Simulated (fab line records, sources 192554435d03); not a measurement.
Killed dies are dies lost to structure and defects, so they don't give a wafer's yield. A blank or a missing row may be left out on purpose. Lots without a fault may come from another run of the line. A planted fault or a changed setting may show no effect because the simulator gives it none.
A struck lot beside a sound one | flow n5_finfet | 17 steps out of a route of 1938
Sound: wafers L271.1, L271.2, L271.4. Struck: wafer L280.6. (L280.2, L280.4 of the same lot were not struck and are left out.) The cause comes at the end.
At each step with rows: each side's tool, then ch and its chambers, then its first start. Under that, the readings that differ: sound wafers | struck wafers | difference of the means | sigmas: that difference in standard deviations of wafers without a fault.
alike: readings whose means differ by less than 2 such deviations, and words and numbers that are the same on both sides. not compared: withheld readings, readings that some wafer has no value for, bounds like >300 that may hide the same value, and numbers for which the record gives no deviation and whose values overlap.
The two part at a step that has a row with sigmas, a row that says differs or no value, or rows on one side only. Numbers that don't overlap but have no deviation are shown without sigmas and don't part them. A reading that every wafer of one side lacks parts them only if that side has two wafers or more.

N5_BEOL_M15_ETCH_61: etches BARC in N2/H2, target depth 89 nm, overetch 26.7 nm, time 67.9 s.
  sound on rie_diel-06 ch 0,2,3, day 12 05:25; struck on rie_diel-05 ch 1, day 14 07:22
  alike: bias_w, drypump_motor_current_A, oes_product_au, rf_vpp_V, showerhead_plenum_p_Torr, throttle_valve_pct
  not compared: rf_hours_counter_h
N5_BEOL_M15_TRENCH_ETCH_34: etches SiO2 in C4F8/O2/Ar, target depth 872.93 nm, time 199 s.
  sound on rie_diel-06 ch 0,2,3, day 12 05:29; struck on rie_diel-05 ch 1, day 14 07:25
  alike: bias_w, drypump_motor_current_A, oes_product_au, rf_vpp_V, showerhead_plenum_p_Torr, throttle_valve_pct
  not compared: rf_hours_counter_h
then, 1 step without rows for these wafers: N5_BEOL_M15_STRIP_36 (strips in O2).
N5_BEOL_M15_STRIP_62: strips in O2.
  sound on rie_diel-05 ch 0,2,3; struck on rie_diel-05 ch 3
  reading      | sound       | struck | difference | sigmas
  rf_vpp_V (V) | 3.4 3.0 3.5 | 4.3    | +1.0       | +2
  alike: drypump_motor_current_A, oes_product_au, showerhead_plenum_p_Torr, throttle_valve_pct
  not compared: rf_hours_counter_h
then, 4 steps without rows for these wafers: N5_BEOL_M15_STRIP_37 (strips in O2); N5_BEOL_M15_ETCH_38 (etches SiCN in CF4/N2, target depth 106.4 nm, time 120.5 s); N5_BEOL_M15_PRECLEAN_39 (cleans in residue remover, time 60 s); N5_BEOL_M15_SRD_40 (time 30 s, dry time 30 s).
N5_BEOL_M15_DEGAS_41: time 60 s.
  sound on pvd_sputter-02, day 12 06:35; struck on pvd_sputter-03, day 14 10:01
  alike: heater_power_w, susceptor_temp_C
then, 2 steps without rows for these wafers: N5_BEOL_M15_PRE_CLEAN_42 (time 30 s); N5_BEOL_M15_SPUTTER_43 (material TaN, target thk 15 nm, time 24.19 s).
N5_BEOL_M15_SPUTTER_44: material Ta, target thk 15 nm, time 24.19 s.
  sound on pvd_sputter-02, day 12 06:45; struck on pvd_sputter-03, day 14 10:11
  reading                                     | sound        | struck | difference | sigmas
  model.Ta_of_BEOL_M15_SPUTTER_44.thk_nm (nm) | 14.8 15 14.8 | 24.8   | +9.9       |
  alike: chamber_pressure_pa, substrate_temp_c, susceptor_temp_C, throttle_valve_pct
N5_BEOL_M15_SPUTTER_45: material Cu, target thk 100 nm, time 16.67 s.
  sound on pvd_sputter-02, day 12 06:50; struck on pvd_sputter-03, day 14 10:16
  alike: chamber_pressure_pa, substrate_temp_c, susceptor_temp_C, throttle_valve_pct
then, 2 steps without rows for these wafers: N5_BEOL_M15_ECD_47 (material Cu, target thk 1860 nm); N5_BEOL_M15_ANNEAL_48 (time 90 s).
N5_BEOL_M15_CMP_49: polishes, stops on SiO2, t overpolish 4.9 s, target thk 850 nm.
  sound on cmp-01 ch 0,1,2, day 12 07:29; struck on cmp-01 ch 3, day 14 11:04
  reading                      | sound             | struck | difference | sigmas
  barrier_field_endpoint_s (s) | 11.45 11.39 11.43 | 15.09  | +3.67      | +13
  alike: edge_zone_pressure_frac, motor_current_A
N5_BEOL_M15_THK_MEAS_50: measures by xrf.
  sound on film_metro-01, day 12 07:47; struck on film_metro-01, day 14 11:22
  alike: M15_THK

WHERE THEY PART
First at N5_BEOL_M15_STRIP_62; last, within this record, at N5_BEOL_M15_CMP_49. Later steps at which nothing parts them and some readings are alike: N5_BEOL_M15_THK_MEAS_50.

WHY: what the simulator had put in
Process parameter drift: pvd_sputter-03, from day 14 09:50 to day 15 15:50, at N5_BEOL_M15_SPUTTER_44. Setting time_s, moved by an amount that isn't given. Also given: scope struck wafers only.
